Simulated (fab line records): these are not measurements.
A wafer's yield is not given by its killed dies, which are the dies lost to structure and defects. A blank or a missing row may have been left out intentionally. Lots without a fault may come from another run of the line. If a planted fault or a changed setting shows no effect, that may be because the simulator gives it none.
Matching of chambers || flow n5_finfet || N5_BEOL_M5_STRIP_36 on rie_diel-03 has 4 sister chambers
The step strips in N2/H2. 4 wafers are shown with their chamber, then 7 later ones without.

== WAFERS, EACH WITH ITS CHAMBER ==
{"wafer": "L084.4", "chamber": 0, "drypump_motor_current_A (A)": 6.40}
{"wafer": "L084.6", "chamber": 2, "drypump_motor_current_A (A)": 6.07}
{"wafer": "L086.1", "chamber": 3, "drypump_motor_current_A (A)": 5.71}
{"wafer": "L086.3", "chamber": 1, "drypump_motor_current_A (A)": 5.97}

== WAFERS WHOSE CHAMBER IS MISSING ==
{"wafer": "L086.5", "drypump_motor_current_A (A)": 6.42}
{"wafer": "L088.1", "drypump_motor_current_A (A)": 5.72}
{"wafer": "L088.3", "drypump_motor_current_A (A)": 5.97}
{"wafer": "L088.4", "drypump_motor_current_A (A)": 6.42}
{"wafer": "L096.3", "drypump_motor_current_A (A)": 6.02}
{"wafer": "L096.5", "drypump_motor_current_A (A)": 5.98}
{"wafer": "L096.6", "drypump_motor_current_A (A)": 6.08}

== WHICH CHAMBER EACH ONE RAN IN ==
{"wafer": "L086.5", "from the rows above": 0, "in truth": 0}
{"wafer": "L088.1", "from the rows above": 3, "in truth": 3}
{"wafer": "L088.3", "from the rows above": 1, "in truth": 1}
{"wafer": "L088.4", "from the rows above": 0, "in truth": 0}
{"wafer": "L096.3", "from the rows above": "can't be placed: 1 or 2", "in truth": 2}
{"wafer": "L096.5", "from the rows above": 1, "in truth": 1}
{"wafer": "L096.6", "from the rows above": 2, "in truth": 2}
Correct placement for 6 of the 7. Not placeable from these rows: 1 (in 1, the candidates include the true chamber). 0 placed wrongly.
How it was worked out, from the rows above alone: a wafer's distance from a chamber is the root of the sum, over the readings, of the square of ((its reading less the chamber's mean) divided by the reading's scatter). If the next closest chamber is less than 2 further off than the closest, the wafer can't be placed; otherwise it belongs to the closest. For every chamber, the mean is computed from those of its wafers that are shown. The scatter (one wafer shown for each chamber): square how far every hidden wafer sits from the nearest shown wafer, average those squares and take the square root.
